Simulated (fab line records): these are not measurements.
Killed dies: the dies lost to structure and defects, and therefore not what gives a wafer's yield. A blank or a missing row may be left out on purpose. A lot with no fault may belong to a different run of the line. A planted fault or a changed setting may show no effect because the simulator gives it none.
A lot that was struck, set against a sound lot :: flow n5 finfet :: 37 steps out of a route of 1938
Sound: wafers L283.1, L283.4, L283.5. Struck: wafers L294.1, L294.2 (left out: L294.3, a lot-mate that was not struck); the cause follows at the end.
Per side, at each step with rows, come the tool, then ch with its chambers, and then its first start. Under that, the readings that differ: sound wafers :: struck wafers :: difference of the means :: sigmas: that difference in standard deviations of wafers without a fault.
alike: a reading whose means differ by less than 2 such deviations, as well as words and numbers matching on both sides. not compared: withheld readings; readings where some wafer has no value; bounds like >300 that might hide an equal value; numbers whose values overlap and for which the record gives no deviation.
A row with sigmas, a row that says differs or no value, or rows on one side alone: a step with any of these is where the two part. Numbers that don't overlap but have no deviation are shown without sigmas and don't part them. Lack of a reading on every wafer of one side parts them only where that side has two or more wafers.

first, 8 steps without rows for these wafers: N5_MOL_CONTACT_COAG_PRECLEAN_138 (cleans in alkaline clean, time 60 s); N5_MOL_CONTACT_COAG_SRD_139 (time 30 s); N5_MOL_CONTACT_COAG_PRE_CLEAN_121; N5_MOL_CONTACT_COAG_CVD_140 (deposits W, target thk 66.5 nm, time 215 s); N5_MOL_CONTACT_COAG_PRECLEAN_127 (cleans in DIW, time 57.5 s); N5_MOL_CONTACT_COAG_SRD_128 (dry time 32 s); N5_MOL_CONTACT_COAG_CMP_52 (polishes, stops on SiO2, t overpolish 1.5 s, target thk 66.5 nm); N5_MOL_CONTACT_COAG_ANNEAL_112 (time 1800 s).
N5_BEOL_M0_SAQP_PECVD_00: deposits SiCN from 3MS/NH3, target thk 8 nm, time 14 s.
  sound on pecvd-02 ch 1,2, day 6 23:14; struck on pecvd-02 ch 0,2, day 10 01:52
reading: model.SiCN_of_BEOL_M0_SAQP_PECVD_00.thk nm (nm)
sound: 8.2 8 8
struck: 8.8 8.8
difference: +0.7
sigmas: 
  alike: rf fwd power W, showerhead plenum p Torr, throttle valve pct
  not compared: since wet clean h
then, 25 steps without rows for these wafers: N5_BEOL_M0_SAQP_ILD_DEP_01 (deposits SiOC from DEMS/O2, target thk 45.419 nm, time 8.7 s); N5_BEOL_M0_SAQP_HM_DEP_02 (deposits TiN, target thk 12 nm); N5_BEOL_M0_SAQP_PECVD_03 (deposits SiCN from 3MS/NH3, target thk 12 nm, time 21.1 s); N5_BEOL_M0_SAQP_PECVD_96 (deposits a-Si from SiH4/He, target thk 45 nm, time 45.2 s); N5_BEOL_M0_SAQP_PECVD_97 (deposits SiNx from SiH4/NH3/N2, target thk 23 nm, time 19.9 s); N5_BEOL_M0_SAQP_PECVD_04 (deposits a-Si from SiH4/He, target thk 60 nm, time 60.2 s); N5_BEOL_M0_SAQP_HM_DEP_111 (deposits SiO2 from SiH4/N2O, target thk 12 nm, time 7.2 s); N5_BEOL_M0_SAQP_COAT_81 (time 60 s, resist thk 100 nm); N5_BEOL_M0_SAQP_COAT_82 (time 60 s, resist thk 30 nm); N5_BEOL_M0_SAQP_COAT_08 (resist thk 90 nm); N5_BEOL_M0_SAQP_EBR_10; N5_BEOL_M0_SAQP_SOFTBAKE_09 (time 60 s); N5_BEOL_M0_SAQP_EXPOSE_11 (exposes mask M0 CORE, target cd 42 nm); N5_BEOL_M0_SAQP_PEB_12 (peb time 60 s); N5_BEOL_M0_SAQP_DEVELOP_13 (develop time 30 s); N5_BEOL_M0_SAQP_DESCUM_19 (chemistry O2, time 7.9 s); N5_BEOL_M0_SAQP_ETCH_83 (etches SiARC in CF4, target depth 39 nm, time 65 s); N5_BEOL_M0_SAQP_ETCH_84 (etches SOC in N2/H2, target depth 100 nm, overetch 20 nm, time 150 s); N5_BEOL_M0_SAQP_STRIP_80 (strips in N2/H2); N5_BEOL_M0_SAQP_HM_OPEN_112 (chemistry CHF3/O2, target SiO2, stops on a-Si, target depth 12 nm, time 13.5 s); N5_BEOL_M0_SAQP_STRIP_113 (strips in CHF3/O2); N5_BEOL_M0_SAQP_MANDREL_ETCH_20 (etches a-Si in HBr/Cl2, stops on SiNx, target depth 60 nm, bt time 10 s, time 30 s); N5_BEOL_M0_SAQP_STRIP_86 (strips in N2/H2); N5_BEOL_M0_SAQP_STRIP_115 (strips in post etch residue remover, time 60 s); N5_BEOL_M0_SAQP_SRD_93 (time 30 s).
N5_BEOL_M0_ETCH_109: etches SiCN in CH3F/O2, target depth 8 nm, overetch 2.4 nm, time 27.4 s.
  sound on rie diel-02 ch 1,2, day 7 08:49; struck on rie diel-01 ch 0,2, day 10 11:58
reading: model.etch.depth nm (nm)
sound: 8.107 8.091 8.027
struck: 8.839 8.86
difference: +0.774
sigmas: 
  alike: O2_flow_sccm, drypump motor current A, oes product au, rf fwd power W, rf vpp V, showerhead plenum p Torr, throttle valve pct
  not compared: rf hours counter h
-- here the record skips 2 days between the struck wafers' starts before and after, leaving off in module BEOL_M0 and picking up in module BEOL_M4 (first step shown: number 1111 of the route) --
N5_BEOL_M4_RC_MEAS_101:
  sound on prober-02 ch 0, day 9 03:50; struck on prober-01 ch 0, day 12 18:42
reading: IOFF_P (nA/um)
sound: 0.26 0.22 0.26
struck: 0.19 0.17
difference: -0.07
sigmas: -2

reading: ION_N (uA/um)
sound: 690 694 692
struck: 665 666
difference: -26
sigmas: -2

reading: ION_P (uA/um)
sound: 480 472 478
struck: 455 458
difference: -20
sigmas: -3

reading: SS_P (mV/dec)
sound: 74.1 74.0 74.5
struck: 72.9 72.8
difference: -1.4
sigmas: -2

reading: VT_N (mV)
sound: 246.9 248.1 248.4
struck: 254.3 255.6
difference: +7.1
sigmas: +2

reading: VT_P (mV)
sound: -245 -247 -245
struck: -253 -253
difference: -7
sigmas: -2
  alike: DIBL_N, DIBL_P, IOFF_N, SS_N
N5_PASSIVATION_PROBE_49:
  sound wafers here have rows in the record (prober-01, day 13 10:25); struck ones have none

## WHERE THEY PART
At N5_BEOL_M4_RC_MEAS_101 first; at N5_PASSIVATION_PROBE_49 last (within this record only).

WHY: the cause the simulator had injected
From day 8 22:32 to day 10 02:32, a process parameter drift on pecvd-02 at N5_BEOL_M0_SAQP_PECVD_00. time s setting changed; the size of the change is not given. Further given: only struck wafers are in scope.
